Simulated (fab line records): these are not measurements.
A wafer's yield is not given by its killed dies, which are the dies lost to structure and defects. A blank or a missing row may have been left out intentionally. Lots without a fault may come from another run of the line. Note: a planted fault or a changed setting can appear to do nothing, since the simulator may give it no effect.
Struck lot and sound lot, side by side    flow nand-harc    13 out of 1159 route steps
Sound: wafers L580.2, L580.3, L580.5. Wafers L574.2, L574.3, L574.6 were the ones struck. At the end, the cause is stated.
For every step that has rows: the tool of each side, followed by ch and its chambers, followed by its first start. Under that, the readings that differ: sound wafers    struck wafers    difference of the means    sigmas: that difference in standard deviations of wafers without a fault.
alike: readings with means less than 2 such deviations apart, plus words and numbers identical on both sides. not compared: withheld readings, readings lacking a value on some wafer, bounds such as >300 that could conceal the same value, and numbers that have no deviation in the record and whose values overlap.
Wherever a step has rows on one side only, a row that says differs or no value, or a row with sigmas, the two part there. Numbers that have no deviation but don't overlap get no sigmas and don't part them. A reading missing from all wafers of one side parts the sides only when that side holds two or more wafers.

NHARC_A_M0_DEGAS_28: time 60 s.
  sound: pvd-sputter-03 at day 21 20:15; struck: pvd-sputter-03 at day 20 01:29
  alike: heater-power-w
then, 2 steps without rows for these wafers: NHARC_A_M0_PRE_CLEAN_29 (time 30 s); NHARC_A_M0_PVD_20 (deposits TaN, target thk 5 nm, time 8.06 s).
NHARC_A_M0_PVD_21: deposits Cu, target thk 30 nm, time 20.49 s.
  sound on pvd-sputter-03; struck on pvd-sputter-03
  alike: substrate-temp-c, throttle-valve-pct
then, 1 step without rows for these wafers: NHARC_A_M0_ECD_22 (material Cu, target thk 400 nm).
NHARC_A_M0_ANNEAL_30: time 90 s.
  sound on rtp-anneal-02 ch 0, day 21 21:03; struck on rtp-anneal-02 ch 0, day 20 02:17
  alike: wafer_temp_C_max
NHARC_A_M0_CMP_23: polishes, t overpolish 20 s, target thk 113.75 nm.
  sound on cmp-02 ch 0,3, day 21 21:20; struck on cmp-04 ch 2,3, day 20 02:35
  alike: motor-current-A, time-to-endpoint-s
NHARC_A_M0_THK_MEAS_24: measures by xrf.
  sound: film-metro-02 at day 21 21:40; struck: film-metro-02 at day 20 02:54
  alike: thk-nm
after that, 1 step had no rows for these wafers: NHARC_A_M0_SRD_25.
NHARC_A_M0_INSPECT_27:
  sound: defect-inspect-01 at day 21 21:50; struck: defect-inspect-01 at day 20 03:03
  alike: raw-defect-count
NHARC_A_M0_PRE_CLEAN_31: time 12 s.
  sound on pecvd-01 ch 0,1,2, day 21 21:53; struck on pecvd-04 ch 0,1, day 20 03:07
  alike: heater-power-w
NHARC_A_M0_DEP_32: deposits SiCN, target thk 30 nm.
  sound on pecvd-01 ch 0,1,2, day 21 21:58; struck on pecvd-04 ch 0,1, day 20 03:12
  no value came back on the struck wafers for chamber-pressure-Torr (Torr), heater-power-outer-w (W), heater-power-w (W); on the sound wafers chamber-pressure-Torr (Torr) reads 3.000 2.990 3.002
then, 1 step without rows for these wafers: NHARC_A_M1_DEP_00 (deposits SiOC, target thk 182.5 nm).

== WHERE THEY PART ==
NHARC_A_M0_DEP_32 only, going by this record.

WHY: what the simulator had put in
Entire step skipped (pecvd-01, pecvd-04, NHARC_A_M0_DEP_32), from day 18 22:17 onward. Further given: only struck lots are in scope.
